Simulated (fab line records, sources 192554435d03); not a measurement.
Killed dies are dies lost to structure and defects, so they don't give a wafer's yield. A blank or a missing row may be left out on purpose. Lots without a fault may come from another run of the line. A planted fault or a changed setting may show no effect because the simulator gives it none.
fab line records | flow n5_finfet
record lots=7 wafers=21
route steps=1938 shown BEOL_M10@1480 BEOL_M11@1560 BEOL_M12@1637
start_h: hours from the record's first day to the start of the lot's first wafer shown | wait_h: hours since the lot's step before | " the same as in the row above | L1.1+2: a row that stands for several wafers | - no value, or no start given | * or withheld: withheld | < > ~ a bound
route shown NAME@n: a module of which the file shows steps, and the number in the route of the first | usual: mean/standard deviation of fault-free wafers | same: alike in all rows | chamber/n: place in a boat | sites: the reading at each site | _std_site: their standard deviation | _edge_site: outer sites' mean less inner sites' | radius_mm: how far each site lies from the wafer's centre | mask NAME#n: copy n | behind: the tool/chamber that last shaped the wafer | hold: why the lot was held/for how many hours/how that ended | device: the transistor (n, p or np) that didn't switch | end of line: the same wafers' tests at the end of the route | a step without rows: its recipe alone | killed: dies lost to structure and defects at the first sort, not the wafer's yield | map: a wafer's dies, x killed, . not, _ none there
set.NAME: the setting as run; set.NAME@STEP: as run at that earlier step | model.NAME: the simulator's own value behind a step, which no gauge read
lots whose settings were changed on purpose; a table a step, a row a wafer
## steps
# step N5_BEOL_M10_EXPOSE_08
# recipe mask_id=M10 na=1.35 source_shape=dipole sigma_inner=0.411 sigma_outer=0.611 polarization=te dose_mj=53.75
# columns lot.wafer tool chamber start_h wait_h mask set.dose_mj
L078.1+4+5 arfi_scanner-03 0 271.35 - M10#0 55.52
L081.2 arfi_scanner-02 0 289.04 - M10#0 51.36
L081.3+5 " 0 " " M10#0 53.75
L080.3+4 arfi_scanner-02 0 297.26 - M10#0 53.75
L080.6 " 0 " " M10#0 56.02
L088.1+3+5 arfi_scanner-03 0 327.10 - M10#0 51.75
L091.1+2+6 arfi_scanner-02 0 337.17 - M10#0 53.75
L093.1+4 arfi_scanner-03 0 370.23 - M10#0 55.67
L093.2 " 0 " " M10#0 53.75
L096.2 arfi_scanner-03 0 396.79 - M10#0 49.98
L096.5+6 " 0 " " M10#0 53.75
# step N5_BEOL_M10_PEB_09
# recipe peb_temp_c=withheld peb_time_s=60 resist=CAR-ArF
# step N5_BEOL_M10_DEVELOP_10
# recipe develop_time_s=30 developer=TMAH resist=CAR-ArF rinse_liquid=diw dry=air_spin dev_temp_c=23
# columns lot.wafer tool chamber start_h wait_h set.spin_rpm@BEOL_M10_COAT_05 model.CAR-ArF_of_BEOL_M10_COAT_05.thk_nm
L078.1+4 litho_track-01 0 - - 1500 88.4
L078.5 " 0 " " 1563 86.8
L081.2+5 litho_track-04 0 - - 1500 88.4
L081.3 " 0 " " 1500 88.2
L080.3+4 litho_track-01 0 - - 1500 88.6
L080.6 " 0 " " 1370 93
L088.1 litho_track-02 0 - - 1500 89.2
L088.3 " 0 " " 1500 88.6
L088.5 " 0 " " 1353 93.4
L091.1 litho_track-04 0 - - 1500 88.4
L091.2 " 0 " " 1500 88
L091.6 " 0 " " 1500 88.2
L093.1 litho_track-01 0 - - 1500 88.4
L093.2 " 0 " " 1546 87
L093.4 " 0 " " 1546 86.8
L096.2 litho_track-01 0 - - 1500 88.4
L096.5 " 0 " " 1438 90.6
L096.6 " 0 " " 1438 90.2
# step N5_BEOL_M10_CD_MEAS_11
# recipe target_cd_nm=64.1 landing_energy_ev=500 detector=se_inlens polarity=opening
# usual cd_nm=64.0/0.57
# columns lot.wafer tool chamber start_h wait_h set.dose_mj@BEOL_M10_EXPOSE_08 cd_nm
L078.1 cd_sem-03 0 271.48 - 55.52 66.0
L078.4 " 0 " " 55.52 65.7
L078.5 " 0 " " 55.52 65.1
L081.2 cd_sem-03 0 289.16 - 51.36 61.7
L081.3 " 0 " " 53.75 63.5
L081.5 " 0 " " 53.75 63.9
L080.3 cd_sem-02 0 297.37 - 53.75 63.9
L080.4 " 0 " " 53.75 63.4
L080.6 " 0 " " 56.02 65.6
L088.1 cd_sem-03 0 327.22 - 51.75 63.7
L088.3 " 0 " " 51.75 62.6
L088.5 " 0 " " 51.75 63.2
L091.1 cd_sem-01 0 337.30 - 53.75 64.5
L091.2 " 0 " " 53.75 64.4
L091.6 " 0 " " 53.75 64.4
L093.1 cd_sem-01 0 370.35 - 55.67 65.9
L093.2 " 0 " " 53.75 63.9
L093.4 " 0 " " 55.67 66.3
L096.2 cd_sem-02 0 396.91 - 49.98 59.8
L096.5 " 0 " " 53.75 63.7
L096.6 " 0 " " 53.75 64.2
# step N5_BEOL_M10_DESCUM_16
# recipe chemistry=O2 time_s=7.9 source_power_w=50 bias_power_w=20 pressure_mtorr=20 rf_frequency_hz=2.712e+07 temp_c=40 resist=CAR-ArF o2_flow_sccm=225
# columns lot.wafer tool chamber start_h wait_h set.spin_rpm@BEOL_M10_COAT_05 model.CAR-ArF_of_BEOL_M10_COAT_05.thk_nm
L078.1 rie_diel-06 0 271.57 0.0 1500 83.6
L078.4 " 2 " " 1500 83.4
L078.5 " 2 " " 1563 82
L081.2 rie_diel-04 0 289.25 0.0 1500 83.6
L081.3+5 " 1 " " 1500 83.4
L080.3+4 rie_diel-05 1,2 297.65 0.2 1500 83.8
L080.6 " 2 " " 1370 88.2
L088.1 rie_diel-06 0 327.45 0.2 1500 84.4
L088.3 " 3 " " 1500 83.6
L088.5 " 2 " " 1353 88.4
L091.1 rie_diel-06 3 337.39 0.0 1500 83.4
L091.2+6 " 2 " " 1500 83.2
L093.1 rie_diel-06 3 370.45 0.0 1500 83.4
L093.2 " 0 " " 1546 82.2
L093.4 " 1 " " 1546 82
L096.2 rie_diel-06 1 397.13 0.2 1500 83.6
L096.5 " 1 " " 1438 85.8
L096.6 " 3 " " 1438 85.4
# step N5_BEOL_M10_ETCH_61
# recipe chemistry=CF4 target=SiARC target_depth_a=390 mask_material=CAR-ArF time_s=65 ion_energy_ev=80 pressure_mtorr=40 source_w=545 bias_w=36 Ar_flow_sccm=100 cf4_flow_sccm=100 ends=cleared
# columns lot.wafer tool chamber start_h wait_h set.dose_mj@BEOL_M10_EXPOSE_08 model.BEOL_M10.cd_offset_nm
L078.1 rie_diel-06 0 271.60 0.0 55.52 1.6
L078.4 " 2 " " 55.52 1
L078.5 " 2 " " 55.52 0.6
L081.2 rie_diel-04 0 289.29 0.0 51.36 -3
L081.3 " 1 " " 53.75 -0.4
L081.5 " 1 " " 53.75 -0.2
L080.3 rie_diel-05 1 297.68 0.0 53.75 -0.4
L080.4 " 2 " " 53.75 -0.6
L080.6 " 2 " " 56.02 1.4
L088.1 rie_diel-06 0 327.49 0.0 51.75 -0.8
L088.3 " 3 " " 51.75 -1.4
L088.5 " 2 " " 51.75 -1.2
L091.1 rie_diel-06 3 337.42 0.0 53.75 0.4
L091.2 " 2 " " 53.75 0
L091.6 " 2 " " 53.75 -0.4
L093.1+4 rie_diel-06 3,1 370.48 0.0 55.67 2.2
L093.2 " 0 " " 53.75 0
L096.2 rie_diel-06 1 397.17 0.0 49.98 -4.8
L096.5 " 1 " " 53.75 -0.6
L096.6 " 3 " " 53.75 0.2
# step N5_BEOL_M10_ETCH_62
# recipe chemistry=N2/H2 target=SOC target_depth_a=1100 overetch_a=220 mask_material=SiARC temp_c=40 time_s=165 ion_energy_ev=200 pressure_mtorr=30 source_w=840 bias_w=150 n2_flow_sccm=200 h2_flow_sccm=200
# columns lot.wafer tool chamber start_h wait_h set.dose_mj@BEOL_M10_EXPOSE_08 model.BEOL_M10.cd_offset_nm
L078.1 rie_diel-06 0 271.65 0.0 55.52 1.6
L078.4 " 2 " " 55.52 1.2
L078.5 " 2 " " 55.52 0.8
L081.2 rie_diel-04 0 289.34 0.0 51.36 -3
L081.3 " 1 " " 53.75 -0.2
L081.5 " 1 " " 53.75 0.2
L080.3+4 rie_diel-05 1,2 297.73 0.0 53.75 -0.4
L080.6 " 2 " " 56.02 1.6
L088.1 rie_diel-06 0 327.54 0.0 51.75 -0.8
L088.3 " 3 " " 51.75 -1.8
L088.5 " 2 " " 51.75 -1.2
L091.1+2 rie_diel-06 3,2 337.47 0.0 53.75 0.2
L091.6 " 2 " " 53.75 -0.2
L093.1 rie_diel-06 3 370.53 0.0 55.67 2.6
L093.2 " 0 " " 53.75 0.4
L093.4 " 1 " " 55.67 2.4
L096.2 rie_diel-06 1 397.22 0.0 49.98 -4.6
L096.5 " 1 " " 53.75 -0.6
L096.6 " 3 " " 53.75 0.4
# step N5_BEOL_M10_STRIP_68
# recipe chemistry=N2/H2 temp_c=40 n2_flow_sccm=200 h2_flow_sccm=200 rf_frequency_hz=6e+07
# step N5_BEOL_M10_STRIP_67
# recipe chemistry=CF4 resist=SiARC power_w=300 bias_power_w=75 pressure_mtorr=50 cf4_flow_sccm=150 rf_frequency_hz=6e+07
# step N5_BEOL_M10_HM_OPEN_17
# recipe chemistry=Cl2/BCl3 target_depth_a=200 overetch_a=60 target=TiN mask_material=SOC ion_energy_ev=150 pressure_mtorr=10 icp_w=1000 bias_w=126 Cl2_flow_sccm=53.25 bcl3_flow_sccm=21.75 Ar_flow_sccm=25
# columns lot.wafer tool chamber start_h wait_h set.dose_mj@BEOL_M10_EXPOSE_08 model.BEOL_M10.cd_offset_nm
L078.1 rie_metal-02 1 271.84 0.0 55.52 1.8
L078.4 " 0 " " 55.52 1.4
L078.5 " 0 " " 55.52 1
L081.2 rie_metal-02 0 289.52 0.0 51.36 -3
L081.3 " 0 " " 53.75 -0.2
L081.5 " 1 " " 53.75 0
L080.3+4 rie_metal-01 1,0 297.95 0.1 53.75 -0.4
L080.6 " 1 " " 56.02 1.8
L088.1 rie_metal-01 0 327.81 0.1 51.75 -0.8
L088.3 " 0 " " 51.75 -1.8
L088.5 " 0 " " 51.75 -1.2
L091.1+2 rie_metal-01 0,1 337.66 0.0 53.75 0.2
L091.6 " 1 " " 53.75 -0.2
L093.1 rie_metal-01 1 370.72 0.0 55.67 2.6
L093.2 " 1 " " 53.75 0.6
L093.4 " 1 " " 55.67 2.4
L096.2 rie_metal-03 0 397.40 0.0 49.98 -4.8
L096.5 " 1 " " 53.75 -0.6
L096.6 " 0 " " 53.75 0.4
# step N5_BEOL_M10_STRIP_19
# recipe chemistry=O2 power_w=400 temp_c=40 pressure_mtorr=30 rf_frequency_hz=6e+07 bias_power_w=0 overash_fraction=0.2 o2_flow_sccm=225
# step N5_BEOL_M10_CD_MEAS_18
# recipe pitch_nm=140 target_cd_nm=70
# usual cd_nm=69.9/0.62
# columns lot.wafer tool chamber start_h wait_h set.dose_mj@BEOL_M10_EXPOSE_08 cd_nm
L078.1 cd_sem-01 - 272.02 0.0 55.52 71.8
L078.4 " - " " 55.52 71.7
L078.5 " - " " 55.52 71.0
L081.2 cd_sem-03 - 289.71 0.1 51.36 67.5
L081.3 " - " " 53.75 70.1
L081.5 " - " " 53.75 69.9
L080.3 cd_sem-03 - 298.14 0.1 53.75 69.4
L080.4 " - " " 53.75 69.5
L080.6 " - " " 56.02 71.6
L088.1 cd_sem-01 - 328.00 0.0 51.75 69.0
L088.3 " - " " 51.75 68.1
L088.5 " - " " 51.75 68.8
L091.1 cd_sem-01 - 337.84 0.0 53.75 70.5
L091.2 " - " " 53.75 70.4
L091.6 " - " " 53.75 69.7
L093.1 cd_sem-01 - 371.09 0.0 55.67 72.3
L093.2 " - " " 53.75 70.2
L093.4 " - " " 55.67 72.4
L096.2 cd_sem-02 - 397.63 0.1 49.98 65.5
L096.5 " - " " 53.75 69.5
L096.6 " - " " 53.75 70.3
# step N5_BEOL_M10_COAT_63
# recipe resist=SOC temp_c=250 time_s=60 spin_rpm=1500 resist_thk_nm=100
# step N5_BEOL_M10_COAT_64
# recipe resist=SiARC temp_c=220 time_s=60 spin_rpm=1500 resist_thk_nm=30
# step N5_BEOL_M10_PRECLEAN_42
# recipe chemistry=residue_remover time_s=60 temp_c=40
# step N5_BEOL_M10_SRD_43
# recipe time_s=30 temp_c=23 rinse_liquid=diw dry=ipa_marangoni
# step N5_BEOL_M10_CD_MEAS_35
# recipe target_cd_nm=70 polarity=opening
# usual cd_nm=69.9/0.67
# columns lot.wafer tool chamber start_h wait_h set.dose_mj@BEOL_M10_EXPOSE_08 cd_nm
L078.1 cd_sem-01 - 275.35 0.0 55.52 72.0
L078.4 " - " " 55.52 70.9
L078.5 " - " " 55.52 71.1
L081.2 cd_sem-03 - 291.74 0.0 51.36 66.8
L081.3 " - " " 53.75 69.6
L081.5 " - " " 53.75 69.7
L080.3 cd_sem-03 - 300.61 0.0 53.75 69.5
L080.4 " - " " 53.75 69.7
L080.6 " - " " 56.02 72.0
L088.1 cd_sem-02 - 330.83 0.0 51.75 69.4
L088.3 " - " " 51.75 67.9
L088.5 " - " " 51.75 68.8
L091.1 cd_sem-01 - 339.69 0.0 53.75 70.3
L091.2 " - " " 53.75 70.3
L091.6 " - " " 53.75 69.6
L093.1 cd_sem-02 - 372.86 0.0 55.67 72.1
L093.2 " - " " 53.75 70.2
L093.4 " - " " 55.67 72.0
L096.2 cd_sem-02 - 399.78 0.0 49.98 65.2
L096.5 " - " " 53.75 69.6
L096.6 " - " " 53.75 70.6
# step N5_BEOL_M11_COAT_63
# recipe resist=SOC temp_c=250 time_s=60 spin_rpm=1500 resist_thk_nm=100
# columns lot.wafer tool chamber start_h wait_h set.spin_rpm model.SOC_of_BEOL_M11_COAT_63.thk_nm
L078.1 litho_track-03 0 283.91 2.7 1500 100
L078.4+5 " 0 " " 1500 100.2
L081.2 litho_track-02 0 297.85 0.5 1500 100.6
L081.3 " 0 " " 1500 100.8
L081.5 " 0 " " 1344 106.8
L080.3 litho_track-02 0 305.81 1.2 1500 100
L080.4 " 0 " " 1500 100.2
L080.6 " 0 " " 1342 105.6
L088.1 litho_track-05 0 338.71 1.4 1386 104
L088.3 " 0 " " 1500 99.6
L088.5 " 0 " " 1500 100
L091.1 litho_track-03 0 347.70 1.5 1500 100.4
L091.2 " 0 " " 1500 100
L091.6 " 0 " " 1500 100.2
L093.1 litho_track-02 0 377.32 0.1 1373 104.8
L093.2+4 " 0 " " 1500 100.2
L096.2 litho_track-02 0 408.80 1.5 1500 100
L096.5 " 0 " " 1446 101.8
L096.6 " 0 " " 1500 99.8
# step N5_BEOL_M11_EXPOSE_25
# recipe mask_id=V10 na=1.35 source_shape=annular sigma_inner=0.5 sigma_outer=0.8 polarization=unpolarized dose_mj=85.5
# columns lot.wafer tool chamber start_h wait_h mask set.dose_mj
L078.1+4+5 arfi_scanner-02 0 284.16 - V10#0 85.5
L081.2+3 arfi_scanner-02 0 297.97 - V10#0 89.96
L081.5 " 0 " " V10#0 85.5
L080.3+4+6 arfi_scanner-02 0 305.94 - V10#0 85.5
L088.1+3+5 arfi_scanner-01 0 338.83 - V10#0 85.5
L091.1+2+6 arfi_scanner-03 0 347.82 - V10#0 85.5
L093.1+2 arfi_scanner-01 0 377.56 - V10#0 85.5
L093.4 " 0 " " V10#0 83.84
L096.2+5 arfi_scanner-01 0 408.92 - V10#0 85.5
L096.6 " 0 " " V10#0 82.11
# step N5_BEOL_M11_PEB_26
# recipe peb_temp_c=withheld peb_time_s=60 resist=CAR-ArF
# step N5_BEOL_M11_DEVELOP_27
# recipe develop_time_s=30 developer=TMAH resist=CAR-ArF rinse_liquid=diw dry=air_spin dev_temp_c=23
# step N5_BEOL_M11_DESCUM_33
# recipe chemistry=O2 time_s=7.9 source_power_w=50 bias_power_w=20 pressure_mtorr=20 rf_frequency_hz=2.712e+07 temp_c=40 resist=CAR-ArF o2_flow_sccm=225
# step N5_BEOL_M11_ETCH_65
# recipe chemistry=CF4 target=SiARC target_depth_a=390 mask_material=CAR-ArF time_s=65 ion_energy_ev=80 pressure_mtorr=40 source_w=545 bias_w=36 Ar_flow_sccm=100 cf4_flow_sccm=100 ends=cleared
# step N5_BEOL_M11_ETCH_66
# recipe chemistry=N2/H2 target=SOC target_depth_a=1200 overetch_a=240 mask_material=SiARC temp_c=40 time_s=180 ion_energy_ev=200 pressure_mtorr=30 source_w=840 bias_w=150 n2_flow_sccm=200 h2_flow_sccm=200
# columns lot.wafer tool chamber start_h wait_h set.spin_rpm@BEOL_M11_COAT_63 model.etch.depth_nm
L078.1 rie_diel-01 0 284.46 0.0 1500 100
L078.4+5 " 1 " " 1500 100.2
L081.2 rie_diel-01 0 298.82 0.0 1500 100.6
L081.3 " 2 " " 1500 100.8
L081.5 " 3 " " 1344 106.7
L080.3 rie_diel-02 2 306.23 0.0 1500 99.94
L080.4 " 0 " " 1500 100.3
L080.6 " 2 " " 1342 105.6
L088.1 rie_diel-02 2 341.78 0.0 1386 103.9
L088.3 " 0 " " 1500 99.62
L088.5 " 1 " " 1500 99.92
L091.1 rie_diel-03 3 348.12 0.0 1500 100.5
L091.2 " 1 " " 1500 99.98
L091.6 " 2 " " 1500 100.2
L093.1 rie_diel-03 0 377.87 0.0 1373 104.7
L093.2 " 1 " " 1500 100.3
L093.4 " 2 " " 1500 100.2
L096.2 rie_diel-03 0 409.22 0.0 1500 100.1
L096.5 " 2 " " 1446 101.9
L096.6 " 1 " " 1500 99.78
# step N5_BEOL_M11_STRIP_69
# recipe chemistry=N2/H2 temp_c=40 n2_flow_sccm=200 h2_flow_sccm=200 rf_frequency_hz=6e+07
# step N5_BEOL_M11_VIA_ETCH_34
# recipe chemistry=C4F6/O2 target=SiCOH_lowk target_depth_a=1845 mask_material=SOC taper_deg=4 time_s=69.2 ion_energy_ev=250 pressure_mtorr=30 source_w=345 bias_w=185 Ar_flow_sccm=300 C4F6_flow_sccm=10 O2_flow_sccm=10
# columns lot.wafer tool chamber start_h wait_h set.spin_rpm@BEOL_M11_COAT_63 model.SOC_of_BEOL_M11_COAT_63.thk_nm
L078.1 rie_diel-01 0 284.59 0.0 1500 91.8
L078.4 " 1 " " 1500 92.2
L078.5 " 1 " " 1500 92
L081.2 rie_diel-01 0 298.95 0.0 1500 92.4
L081.3 " 2 " " 1500 92.8
L081.5 " 3 " " 1344 98.8
L080.3+4 rie_diel-02 2,0 306.35 0.0 1500 92
L080.6 " 2 " " 1342 97.8
L088.1 rie_diel-02 2 341.91 0.0 1386 96
L088.3 " 0 " " 1500 91.4
L088.5 " 1 " " 1500 91.8
L091.1 rie_diel-03 3 348.25 0.0 1500 92.4
L091.2 " 1 " " 1500 91.8
L091.6 " 2 " " 1500 92
L093.1 rie_diel-03 0 377.99 0.0 1373 96.4
L093.2 " 1 " " 1500 92
L093.4 " 2 " " 1500 92.2
L096.2 rie_diel-03 0 409.34 0.0 1500 91.8
L096.5 " 2 " " 1446 93.8
L096.6 " 1 " " 1500 91.6
# step N5_BEOL_M12_ETCH_68
# recipe chemistry=N2/H2 target=SOC mask_material=SiARC source_w=3000 bias_w=350 temp_c=40 time_s=285 ion_energy_ev=200 pressure_mtorr=30 n2_flow_sccm=200 h2_flow_sccm=200
# columns lot.wafer tool chamber start_h wait_h set.time_s model.SiARC_of_BEOL_M12_COAT_66.thk_nm
L078.1+5 rie_diel-04 0 288.92 0.1 285 85
L078.4 " 3 " " 285 84.2
L081.2 rie_diel-06 3 305.75 0.1 341.5 81
L081.3 " 0 " " 285 85.6
L081.5 " 2 " " 341.5 82
L080.3 rie_diel-05 2 314.33 0.1 228.1 90.4
L080.4+6 " 0,3 " " 285 85.8
L088.1 rie_diel-04 1 345.98 0.1 327.5 81.8
L088.3 " 3 " " 285 85.2
L088.5 " 2 " " 285 85.4
L091.1 rie_diel-06 0 352.88 0.1 285 85.2
L091.2 " 2 " " 285 86.2
L091.6 " 3 " " 285 86.4
L093.1 rie_diel-06 0 383.70 0.1 285 85.4
L093.2 " 1 " " 285 86
L093.4 " 3 " " 285 85.6
L096.2+5 rie_diel-06 3,1 413.81 0.1 285 86
L096.6 " 0 " " 285 85.6
# step N5_BEOL_M12_TRENCH_ETCH_34
# recipe chemistry=C4F8/O2/Ar target=SiOC target_depth_a=3189.5 mask_material=SOC pressure_mtorr=30 source_w=3000 bias_w=700 Ar_flow_sccm=400 C4F8_flow_sccm=15 O2_flow_sccm=8 he_inner_torr=15 he_outer_torr=30 time_s=125.5 ion_energy_ev=250
# columns lot.wafer tool chamber start_h wait_h set.time_s model.etch.depth_nm
L078.1 rie_diel-04 0 289.10 0.0 125.5 328
L078.4 " 3 " " 109.5 285.6
L078.5 " 0 " " 125.5 327.9
L081.2 rie_diel-06 3 305.93 0.0 144 366.4
L081.3 " 0 " " 125.5 324.7
L081.5 " 2 " " 125.5 311.8
L080.3 rie_diel-05 2 314.51 0.0 125.5 320.7
L080.4 " 0 " " 100.2 249.4
L080.6 " 3 " " 125.5 313.7
L088.1 rie_diel-04 1 346.16 0.0 125.5 322.3
L088.3 " 3 " " 125.5 323.9
L088.5 " 2 " " 125.5 316.1
L091.1 rie_diel-06 0 353.06 0.0 125.5 325.5
L091.2 " 2 " " 125.5 314.8
L091.6 " 3 " " 125.5 320.3
L093.1 rie_diel-06 0 383.88 0.0 125.5 323.6
L093.2 " 1 " " 133.2 332.4
L093.4 " 3 " " 133.2 335.9
L096.2 rie_diel-06 3 413.99 0.0 125.5 316
L096.5 " 1 " " 144.5 357.2
L096.6 " 0 " " 125.5 323
# step N5_BEOL_M12_STRIP_70
# recipe chemistry=C4F8/O2/Ar resist=SiARC rf_frequency_hz=6e+07
# step N5_BEOL_M12_OCD_MEAS_35
# usual trench_depth_nm=319/5.3
# columns lot.wafer tool chamber start_h wait_h set.time_s@BEOL_M12_TRENCH_ETCH_34 trench_depth_nm
L078.1 ocd-01 - 289.26 0.0 125.5 328
L078.4 " - " " 109.5 286
L078.5 " - " " 125.5 328
L081.2 ocd-01 - 306.08 0.0 144 367
L081.3 " - " " 125.5 325
L081.5 " - " " 125.5 312
L080.3 ocd-01 - 314.67 0.0 125.5 320
L080.4 " - " " 100.2 250
L080.6 " - " " 125.5 314
L088.1 ocd-02 - 346.31 0.0 125.5 322
L088.3 " - " " 125.5 324
L088.5 " - " " 125.5 316
L091.1 ocd-02 - 353.21 0.0 125.5 325
L091.2 " - " " 125.5 315
L091.6 " - " " 125.5 321
L093.1 ocd-02 - 384.03 0.0 125.5 324
L093.2 " - " " 133.2 333
L093.4 " - " " 133.2 336
L096.2 ocd-02 - 414.14 0.0 125.5 316
L096.5 " - " " 144.5 357
L096.6 " - " " 125.5 323
## key
split step=N5_BEOL_M10_EXPOSE_08 setting=dose_mj stated=53.75 by=wafer
response step=N5_BEOL_M10_CD_MEAS_11 reading=cd_nm change=+0.55 per=1% r=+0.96
response step=N5_BEOL_M10_ETCH_61 reading=model.BEOL_M10.cd_offset_nm change=+0.604 per=1% r=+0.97
response step=N5_BEOL_M10_ETCH_62 reading=model.BEOL_M10.cd_offset_nm change=+0.611 per=1% r=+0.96
response step=N5_BEOL_M10_HM_OPEN_17 reading=model.BEOL_M10.cd_offset_nm change=+0.622 per=1% r=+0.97
response step=N5_BEOL_M10_CD_MEAS_18 reading=cd_nm change=+0.588 per=1% r=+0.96
response step=N5_BEOL_M10_CD_MEAS_35 reading=cd_nm change=+0.641 per=1% r=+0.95
split step=N5_BEOL_M11_COAT_63 setting=spin_rpm stated=1500 by=wafer
response step=N5_BEOL_M11_COAT_63 reading=model.SOC_of_BEOL_M11_COAT_63.thk_nm change=-0.551 per=1% r=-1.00
response step=N5_BEOL_M11_ETCH_66 reading=model.etch.depth_nm change=-0.547 per=1% r=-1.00
response step=N5_BEOL_M11_VIA_ETCH_34 reading=model.SOC_of_BEOL_M11_COAT_63.thk_nm change=-0.561 per=1% r=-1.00
split step=N5_BEOL_M11_EXPOSE_25 setting=dose_mj stated=85.5 by=wafer
response none clear
split step=N5_BEOL_M12_ETCH_68 setting=time_s stated=285 by=wafer
response step=N5_BEOL_M12_ETCH_68 reading=model.SiARC_of_BEOL_M12_COAT_66.thk_nm change=-0.222 per=1% r=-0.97
split step=N5_BEOL_M12_TRENCH_ETCH_34 setting=time_s stated=125.5 by=wafer
response step=N5_BEOL_M12_TRENCH_ETCH_34 reading=model.etch.depth_nm change=+3.09 per=1% r=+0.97
response step=N5_BEOL_M12_OCD_MEAS_35 reading=trench_depth_nm change=+3.08 per=1% r=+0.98
split outside_this_file step=N5_BEOL_M10_COAT_05 setting=spin_rpm
# split outside_this_file: this setting was split too, and the file shows its column; the key of that split is in another file
